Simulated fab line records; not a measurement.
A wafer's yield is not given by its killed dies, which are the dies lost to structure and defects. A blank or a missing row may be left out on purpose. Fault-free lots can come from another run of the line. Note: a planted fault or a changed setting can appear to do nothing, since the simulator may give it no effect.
Which tool did it?	flow n5Finfet	24 lots with 72 wafers sampled at 6 steps, on a route of 1938 steps

== WHAT THE GAUGES SHOWED, per wafer ==
No reading from a measuring or inspecting step in the record can be judged against a usual standard deviation.

== WHICH TOOL RAN EACH LOT (tool, then ch and the chambers of the sampled wafers, then the start) ==
lot	N5_BEOL_M1_PRE_CLEAN_45	N5_BEOL_M1_SURFACE_TREAT_85	N5_BEOL_M1_ANNEAL_91	N5_BEOL_M1_ANNEAL_93	N5_BEOL_M1_SPUTTER_96	N5_BEOL_M1_PRE_CLEAN_60
L074	pvdSputter-03, day 6 05:30	pvdSputter-02, day 6 05:53	pvdSputter-01, day 6 08:26	pvdSputter-01, day 6 08:40	pvdSputter-01, day 6 09:01	cvdCo-02 ch 0,2, day 6 09:51
L075	pvdSputter-03, day 6 17:46	pvdSputter-02, day 6 18:13	pvdSputter-02, day 6 19:41	pvdSputter-02, day 6 19:55	pvdSputter-02, day 6 20:16	cvdCo-02 ch 0,1,2, day 6 22:17
L076	pvdSputter-02, day 6 18:28	pvdSputter-01, day 6 19:10	pvdSputter-01, day 6 20:35	pvdSputter-01, day 6 20:48	pvdSputter-01, day 6 21:10	cvdCo-02 ch 0,1, day 6 22:36
L077	pvdSputter-03, day 6 21:18	pvdSputter-01, day 6 21:49	pvdSputter-03, day 7 00:47	pvdSputter-03, day 7 01:00	pvdSputter-03, day 7 01:22	cvdCo-01 ch 0,1, day 7 02:11
L078	pvdSputter-01, day 7 05:36	pvdSputter-01, day 7 05:55	pvdSputter-01, day 7 07:25	pvdSputter-01, day 7 07:38	pvdSputter-01, day 7 07:59	cvdCo-02 ch 0,1, day 7 08:49
L079	pvdSputter-03, day 7 09:05	pvdSputter-02, day 7 09:24	pvdSputter-03, day 7 10:50	pvdSputter-03, day 7 11:04	pvdSputter-03, day 7 11:25	cvdCo-02 ch 0,1,2, day 7 12:19
L080	pvdSputter-02, day 7 12:59	pvdSputter-01, day 7 13:18	pvdSputter-01, day 7 14:43	pvdSputter-01, day 7 14:56	pvdSputter-01, day 7 15:18	cvdCo-02 ch 0,1, day 7 16:14
L081	pvdSputter-01, day 8 03:40	pvdSputter-01, day 8 04:15	pvdSputter-01, day 8 05:57	pvdSputter-01, day 8 06:10	pvdSputter-01, day 8 06:32	cvdCo-02 ch 1,2, day 8 07:22
L082	pvdSputter-03, day 8 13:50	pvdSputter-03, day 8 14:07	pvdSputter-01, day 8 15:31	pvdSputter-01, day 8 15:44	pvdSputter-01, day 8 16:05	cvdCo-01 ch 0,1,2, day 8 16:55
L083	pvdSputter-02, day 8 16:50	pvdSputter-01, day 8 17:14	pvdSputter-02, day 8 18:44	pvdSputter-02, day 8 18:57	pvdSputter-02, day 8 19:19	cvdCo-02 ch 0,1,2, day 8 20:17
L084	pvdSputter-02, day 8 17:21	pvdSputter-01, day 8 17:44	pvdSputter-01, day 8 19:11	pvdSputter-01, day 8 19:25	pvdSputter-01, day 8 19:46	cvdCo-02 ch 0,1,2, day 8 20:37
L085	pvdSputter-02, day 9 02:32	pvdSputter-01, day 9 04:05	pvdSputter-01, day 9 05:40	pvdSputter-01, day 9 05:53	pvdSputter-01, day 9 06:15	cvdCo-02 ch 0,1, day 9 07:05
L086	pvdSputter-03, day 9 11:49	pvdSputter-01, day 9 13:07	pvdSputter-01, day 9 14:44	pvdSputter-01, day 9 14:57	pvdSputter-01, day 9 15:19	cvdCo-02 ch 0,1,2, day 9 16:41
L088	pvdSputter-03, day 9 15:43	pvdSputter-02, day 9 16:00	pvdSputter-02, day 9 17:24	pvdSputter-02, day 9 17:37	pvdSputter-02, day 9 17:59	cvdCo-02 ch 0,1,2, day 9 18:48
L087	pvdSputter-03, day 9 15:59	pvdSputter-03, day 9 16:18	pvdSputter-03, day 9 17:42	pvdSputter-03, day 9 17:55	pvdSputter-03, day 9 18:17	cvdCo-01 ch 0,1,2, day 9 19:07
L089	pvdSputter-02, day 10 02:06	pvdSputter-03, day 10 02:26	pvdSputter-02, day 10 03:54	pvdSputter-02, day 10 04:07	pvdSputter-02, day 10 04:29	cvdCo-02 ch 0,1,2, day 10 05:19
L090	pvdSputter-02, day 10 09:07	pvdSputter-02, day 10 09:34	pvdSputter-02, day 10 11:01	pvdSputter-02, day 10 11:14	pvdSputter-02, day 10 11:36	cvdCo-02 ch 1,2, day 10 12:26
L091	pvdSputter-02, day 10 12:18	pvdSputter-02, day 10 12:44	pvdSputter-02, day 10 14:12	pvdSputter-02, day 10 14:25	pvdSputter-02, day 10 14:47	cvdCo-02 ch 1,2, day 10 15:53
L092	pvdSputter-01, day 10 22:38	pvdSputter-02, day 10 23:10	pvdSputter-02, day 11 00:58	pvdSputter-02, day 11 01:11	pvdSputter-02, day 11 01:32	cvdCo-01 ch 0,1,2, day 11 02:40
L093	pvdSputter-03, day 11 02:07	pvdSputter-02, day 11 02:26	pvdSputter-03, day 11 03:55	pvdSputter-03, day 11 04:08	pvdSputter-03, day 11 04:30	cvdCo-01 ch 0,1, day 11 05:28
L094	pvdSputter-01, day 11 06:51	pvdSputter-02, day 11 07:10	pvdSputter-02, day 11 08:35	pvdSputter-02, day 11 08:48	pvdSputter-02, day 11 09:10	cvdCo-02 ch 0,1,2, day 11 10:07
L095	pvdSputter-01, day 11 14:20	pvdSputter-02, day 11 14:44	pvdSputter-01, day 11 16:23	pvdSputter-01, day 11 16:37	pvdSputter-01, day 11 16:58	cvdCo-01 ch 0,1, day 11 17:49
L096	pvdSputter-01, day 11 19:16	pvdSputter-03, day 11 19:38	pvdSputter-02, day 11 21:13	pvdSputter-02, day 11 21:26	pvdSputter-02, day 11 21:48	cvdCo-02 ch 0,1,2, day 11 22:46
L097	pvdSputter-02, day 11 22:32	pvdSputter-02, day 11 22:54	pvdSputter-03, day 12 00:19	pvdSputter-03, day 12 00:32	pvdSputter-03, day 12 00:53	cvdCo-02 ch 0,1,2, day 12 01:43
- N5_BEOL_M1_PRE_CLEAN_45: time 30 s.
- N5_BEOL_M1_SURFACE_TREAT_85
- N5_BEOL_M1_ANNEAL_91: time 240 s.
- N5_BEOL_M1_ANNEAL_93: time 240 s.
- N5_BEOL_M1_SPUTTER_96: material Cu, target thk 4.5 nm, time 8.29 s.
- N5_BEOL_M1_PRE_CLEAN_60: time 15 s.

== AS READ BY THE TOOLS THEMSELVES (means over the sampled wafers that have a number; for cases with no such wafer, the mark the record gives instead) ==
N5_BEOL_M1_PRE_CLEAN_45.
lot	tool	heaterPowerW (W)
L074	pvdSputter-03	338
L075	pvdSputter-03	327
L076	pvdSputter-02	323
L077	pvdSputter-03	347
L078	pvdSputter-01	326
L079	pvdSputter-03	339
L080	pvdSputter-02	312
L081	pvdSputter-01	331
L082	pvdSputter-03	352
L083	pvdSputter-02	343
L084	pvdSputter-02	326
L085	pvdSputter-02	327
L086	pvdSputter-03	331
L088	pvdSputter-03	329
L087	pvdSputter-03	333
L089	pvdSputter-02	325
L090	pvdSputter-02	308
L091	pvdSputter-02	330
L092	pvdSputter-01	322
L093	pvdSputter-03	337
L094	pvdSputter-01	330
L095	pvdSputter-01	330
L096	pvdSputter-01	337
L097	pvdSputter-02	318

N5_BEOL_M1_ANNEAL_91.
lot	tool	heaterPowerW (W)
L074	pvdSputter-01	809
L075	pvdSputter-02	808
L076	pvdSputter-01	830
L077	pvdSputter-03	813
L078	pvdSputter-01	802
L079	pvdSputter-03	835
L080	pvdSputter-01	836
L081	pvdSputter-01	821
L082	pvdSputter-01	827
L083	pvdSputter-02	830
L084	pvdSputter-01	816
L085	pvdSputter-01	823
L086	pvdSputter-01	803
L088	pvdSputter-02	820
L087	pvdSputter-03	817
L089	pvdSputter-02	858
L090	pvdSputter-02	814
L091	pvdSputter-02	819
L092	pvdSputter-02	785
L093	pvdSputter-03	820
L094	pvdSputter-02	815
L095	pvdSputter-01	823
L096	pvdSputter-02	850
L097	pvdSputter-03	821

N5_BEOL_M1_ANNEAL_93.
lot	tool	heaterPowerW (W)
L074	pvdSputter-01	813
L075	pvdSputter-02	816
L076	pvdSputter-01	816
L077	pvdSputter-03	805
L078	pvdSputter-01	824
L079	pvdSputter-03	835
L080	pvdSputter-01	834
L081	pvdSputter-01	821
L082	pvdSputter-01	825
L083	pvdSputter-02	844
L084	pvdSputter-01	805
L085	pvdSputter-01	833
L086	pvdSputter-01	821
L088	pvdSputter-02	813
L087	pvdSputter-03	819
L089	pvdSputter-02	856
L090	pvdSputter-02	817
L091	pvdSputter-02	832
L092	pvdSputter-02	780
L093	pvdSputter-03	812
L094	pvdSputter-02	829
L095	pvdSputter-01	822
L096	pvdSputter-02	840
L097	pvdSputter-03	834

N5_BEOL_M1_SPUTTER_96.
lot	tool	chuckGasFlowSccm (sccm)	throttleValvePct (%)
L074	pvdSputter-01	1.23	28.9
L075	pvdSputter-02	1.27	30.0
L076	pvdSputter-01	1.30	29.3
L077	pvdSputter-03	1.26	30.1
L078	pvdSputter-01	1.24	29.2
L079	pvdSputter-03	1.26	30.3
L080	pvdSputter-01	1.19	29.4
L081	pvdSputter-01	1.25	29.4
L082	pvdSputter-01	1.21	29.3
L083	pvdSputter-02	1.25	29.5
L084	pvdSputter-01	1.29	29.4
L085	pvdSputter-01	1.24	29.5
L086	pvdSputter-01	1.30	29.3
L088	pvdSputter-02	1.22	29.6
L087	pvdSputter-03	1.25	30.0
L089	pvdSputter-02	1.23	29.1
L090	pvdSputter-02	1.21	29.4
L091	pvdSputter-02	1.25	29.0
L092	pvdSputter-02	1.25	29.7
L093	pvdSputter-03	1.24	30.2
L094	pvdSputter-02	1.28	29.3
L095	pvdSputter-01	1.23	29.2
L096	pvdSputter-02	1.22	29.5
L097	pvdSputter-03	1.21	30.1

N5_BEOL_M1_PRE_CLEAN_60.
lot	tool	heaterPowerW (W)
L074	cvdCo-02	98
L075	cvdCo-02	99
L076	cvdCo-02	96
L077	cvdCo-01	104
L078	cvdCo-02	98
L079	cvdCo-02	98
L080	cvdCo-02	97
L081	cvdCo-02	102
L082	cvdCo-01	88
L083	cvdCo-02	101
L084	cvdCo-02	100
L085	cvdCo-02	98
L086	cvdCo-02	100
L088	cvdCo-02	99
L087	cvdCo-01	88
L089	cvdCo-02	99
L090	cvdCo-02	100
L091	cvdCo-02	103
L092	cvdCo-01	89
L093	cvdCo-01	105
L094	cvdCo-02	100
L095	cvdCo-01	92
L096	cvdCo-02	101
L097	cvdCo-02	100

== THE ANSWER, worked out from the rows above alone ==
Rule: the lots themselves supply what counts as usual. The widest of any qualifying gaps counts: lots, ordered by their means at a reading, are off when they make up no more than a third of the lots, leave a main group of 4 or more, and stand apart from it by 3 or more times the standard deviation of that group's means. A main group is skipped when, at the precision printed for the reading in the tables above, its means are all equal. A lot without any number at a reading at which 4 lots or more have one is off too. Where the step has rows for the other lots, those lots are counted as sound. First the gauges in route order, then the tools' own readings, where a lot's mean is used as printed above. The first step at which some lot is off is used, and at that step the reading that is off furthest; a lot without a number counts as furthest.
Across all readings shown, no lot is off: no conclusion can be drawn from this.

== WHAT THE SIMULATOR HAD PUT IN ==
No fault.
